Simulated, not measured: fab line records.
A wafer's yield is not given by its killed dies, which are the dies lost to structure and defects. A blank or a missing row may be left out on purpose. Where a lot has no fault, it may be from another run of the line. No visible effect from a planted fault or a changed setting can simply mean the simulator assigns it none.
Split-lot study ; flow n5_finfet ; route with 1938 steps; 7 lots, 39 wafers read

## SPLIT DETAILS
At N5_FIN_SAQP_HM_DEP_03 (deposits SiNx from SiH4/NH3/N2, target thk 38 nm, time 33.6 s), the setting target_thk_a was moved away from the recipe's 380 angstrom on 15 of the 39 wafers read, by -44.5% to +37.3%. This setting was run at the recipe's value on the other wafers.

## FROM THE SPLIT TO THE READING: what the file shows between them, 12 steps
- N5_FIN_SAQP_THK_MEAS_05
- N5_FIN_SAQP_SPACER1_ALD_24: deposits SiO2, target thk 20.3 nm, pulse time 1 s, purge time 2 s (also split here: ald_cycles)
- N5_FIN_SAQP_SPACER1_ETCHBACK_25: etches SiO2 in CHF3/O2, target depth 24.4 nm, time 12.2 s
- N5_FIN_SAQP_MANDREL1_REMOVE_56: chemistry HBr/Cl2/O2, target a-Si, stops on SiNx, bt time 10 s
- N5_FIN_SAQP_CD_MEAS_27: target cd 20 nm
- N5_FIN_SAQP_ETCH_57: etches SiNx in CH3F/O2, target depth 32.5 nm, time 46.4 s
- N5_FIN_SAQP_ETCH_65: etches SiO2 in CF4, target depth 4 nm, time 4.4 s
- N5_FIN_SAQP_MANDREL2_REMOVE_60: chemistry HBr/Cl2/O2, target a-Si, stops on SiNx, bt time 10 s
- N5_FIN_SAQP_HM_OPEN_33: chemistry CH3F/O2, target SiNx, target depth 49.4 nm, time 70.6 s
- N5_FIN_SAQP_ETCH_34: etches SiO2 in C4F6/O2, target depth 45 nm, time 15 s
- N5_FIN_SAQP_STRIP_77: strips in N2/H2, time 90 s
- N5_FIN_SAQP_PRECLEAN_38: cleans in O3/DIW, time 45 s

## THE READING
SiNx_of_FIN_SAQP_HM_DEP_03.thk_nm (the simulator's own value, which no gauge read), in nm, at N5_FIN_SAQP_PRECLEAN_45 (cleans in dHF, time 10 s). The file gives no usual value for it. Average 21.0 nm, standard deviation 0.43 nm, over the 24 wafers here run with the recipe.

wafer;tool, chamber at the split;target_thk_a as run, angstrom;against the recipe;SiNx_of_FIN_SAQP_HM_DEP_03.thk_nm, nm;against lot-mates on the recipe
L076.1;pecvd-03, 1;380;recipe;20.2;-
L076.2;pecvd-03, 2;521.9;+37.3%;34.2;+13.3
L076.3;pecvd-03, 0;521.9;+37.3%;34.4;+13.5
L076.4;pecvd-03, 0;380;recipe;20.8;-
L076.5;pecvd-03, 2;521.9;+37.3%;35.2;+14.3
L076.6;pecvd-03, 1;380;recipe;21.6;-
L079.2;pecvd-01, 0;380;recipe;21;-
L079.4;pecvd-01, 0;380;recipe;21;-
L079.6;pecvd-01, 2;380;recipe;21.2;-
L085.1;pecvd-02, 0;498.1;+31.1%;31.8;+10.7
L085.2;pecvd-02, 2;498.1;+31.1%;32.4;+11.3
L085.3;pecvd-02, 1;380;recipe;20.6;-
L085.4;pecvd-02, 2;498.1;+31.1%;32.8;+11.7
L085.5;pecvd-02, 1;380;recipe;21.4;-
L085.6;pecvd-02, 0;380;recipe;21.2;-
L089.1;pecvd-01, 2;380;recipe;20;-
L089.2;pecvd-01, 1;217.4;-42.8%;4.4;-16.0
L089.3;pecvd-01, 0;380;recipe;20.4;-
L089.4;pecvd-01, 2;217.4;-42.8%;4.6;-15.8
L089.6;pecvd-01, 1;217.4;-42.8%;4.6;-15.8
L089.5;pecvd-01, 0;380;recipe;20.8;-
L092.1;pecvd-01, 1;380;recipe;20.8;-
L092.4;pecvd-01, 1;380;recipe;20.8;-
L092.2;pecvd-01, 0;380;recipe;21;-
L092.3;pecvd-01, 2;380;recipe;21;-
L092.5;pecvd-01, 0;380;recipe;21.4;-
L092.6;pecvd-01, 2;380;recipe;21.4;-
L094.1;pecvd-03, 1;380;recipe;20.8;-
L094.2;pecvd-03, 2;300.2;-21.0%;11.8;-9.1
L094.3;pecvd-03, 0;380;recipe;21;-
L094.6;pecvd-03, 2;380;recipe;21;-
L094.4;pecvd-03, 0;300.2;-21.0%;12.6;-8.3
L094.5;pecvd-03, 1;300.2;-21.0%;12.6;-8.3
L096.1;pecvd-03, 2;210.8;-44.5%;3.6;-17.6
L096.2;pecvd-03, 0;380;recipe;20.4;-
L096.3;pecvd-03, 1;210.8;-44.5%;4.8;-16.4
L096.4;pecvd-03, 1;380;recipe;21.8;-
L096.5;pecvd-03, 2;210.8;-44.5%;4.6;-16.6
L096.6;pecvd-03, 0;380;recipe;21.4;-

THE FIT
A straight line over all 39 wafers: SiNx_of_FIN_SAQP_HM_DEP_03.thk_nm changes by +0.375 nm for each +1% of target_thk_a; r = +1.00; the points scatter about the line by 0.49 nm.
The same after taking each lot's own level away (the mean of its wafers on the recipe; 39 wafers): +0.373 nm for each +1%; r = +1.00; scatter 0.45 nm.
The reading moves by 17 nm for the largest change in target_thk_a, on that fit.
The span of the lots' own levels, 20.40 to 21.20 nm, comes to 1.9 times the standard deviation stated above.
Consequently the slope shifts little with the lot-to-lot level, the two slopes agreeing.
Check: -16.6 nm against its lot-mates is what the line predicts for one of the wafers moved furthest among these (-44.5%) when that wafer is left out of the fit. Against them it came out at -17.6 nm.

## FURTHER SPLITS ON THESE WAFERS
Before the reading, these wafers also passed through other splits. Each is held against what the fit with the lots' levels taken away leaves over:
other split on the same wafers;wafers away from the commonest value;r with SiNx_of_FIN_SAQP_HM_DEP_03.thk_nm (lot level and that fit taken away)
N5_FIN_SAQP_SPACER1_ALD_24 ald_cycles;18;+0.04

## THE WHOLE CHAIN: every reading that the file lists as answering this split, in the file's order
step;what it does;reading;change (the file's fit);r (the file's)
N5_FIN_SAQP_HM_DEP_03;deposits SiNx from SiH4/NH3/N2, target thk 38 nm, time 33.6 s;SiNx_of_FIN_SAQP_HM_DEP_03.thk_nm (the simulator's own value, which no gauge read);+0.377 nm for each +1% of the setting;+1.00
N5_FIN_SAQP_THK_MEAS_05;;thk_nm;withheld for each +1% of the setting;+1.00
N5_FIN_SAQP_HM_OPEN_33;chemistry CH3F/O2, target SiNx, target depth 49.4 nm, time 70.6 s;etch_rf_on_time_s;withheld for each +1% of the setting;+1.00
N5_FIN_SAQP_HM_OPEN_33;chemistry CH3F/O2, target SiNx, target depth 49.4 nm, time 70.6 s;etch.depth_nm (the simulator's own value, which no gauge read);+0.378 nm for each +1% of the setting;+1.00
N5_FIN_SAQP_PRECLEAN_45;cleans in dHF, time 10 s;SiNx_of_FIN_SAQP_HM_DEP_03.thk_nm (the simulator's own value, which no gauge read);+0.374 nm for each +1% of the setting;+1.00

## THE FILE'S OWN FIT
SiNx_of_FIN_SAQP_HM_DEP_03.thk_nm changes by +0.374 nm for each +1% of target_thk_a, r = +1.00.
